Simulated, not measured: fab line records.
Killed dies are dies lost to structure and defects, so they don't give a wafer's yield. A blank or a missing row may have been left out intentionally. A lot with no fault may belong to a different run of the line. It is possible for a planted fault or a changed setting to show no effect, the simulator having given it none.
Chamber matching + flow nand harc + rie diel-01 running NHARC_A_STAIRCASE_DESCUM_291: 4 sister chambers
The step chemistry O2, time 3 s. 4 wafers are shown with their chamber, then 9 later ones without.

## WAFERS, EACH WITH ITS CHAMBER
| wafer  | chamber | drypump motor current A (A) |
|--------|---------|-----------------------------|
| L091.3 | 2       | 5.7                         |
| L092.1 | 1       | 5.9                         |
| L092.2 | 0       | 6.4                         |
| L092.4 | 3       | 5.7                         |

## WAFERS WHOSE CHAMBER IS MISSING
| wafer  | drypump motor current A (A) |
|--------|-----------------------------|
| L094.1 | 6.4                         |
| L094.3 | 5.7                         |
| L094.5 | 6.4                         |
| L097.1 | 5.8                         |
| L097.2 | 6.4                         |
| L097.3 | 5.9                         |
| L097.4 | 5.7                         |
| L097.5 | 5.9                         |
| L097.6 | 6.4                         |

## WHICH CHAMBER EACH ONE RAN IN
| wafer  | from the rows above          | in truth |
|--------|------------------------------|----------|
| L094.1 | 0                            | 0        |
| L094.3 | can't be placed: 2 or 3      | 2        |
| L094.5 | 0                            | 0        |
| L097.1 | can't be placed: 2 or 3 or 1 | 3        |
| L097.2 | 0                            | 0        |
| L097.3 | 1                            | 1        |
| L097.4 | can't be placed: 2 or 3      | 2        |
| L097.5 | 1                            | 1        |
| L097.6 | 0                            | 0        |
Correct placement for 6 of the 9. From these rows, 3 cannot be placed; in 3 the true chamber is one of the candidates. 0 placed wrongly.
How it was worked out, from the rows above alone: a wafer's distance from a chamber is the root of the sum, over the readings, of the square of ((its reading less the chamber's mean) divided by the reading's scatter). If the next closest chamber is less than 2 further off than the closest, the wafer can't be placed; otherwise it belongs to the closest. A chamber's mean is the mean of its shown wafers. The scatter: root of mean squared gap, hidden wafer to nearest shown wafer, with one shown wafer a chamber.
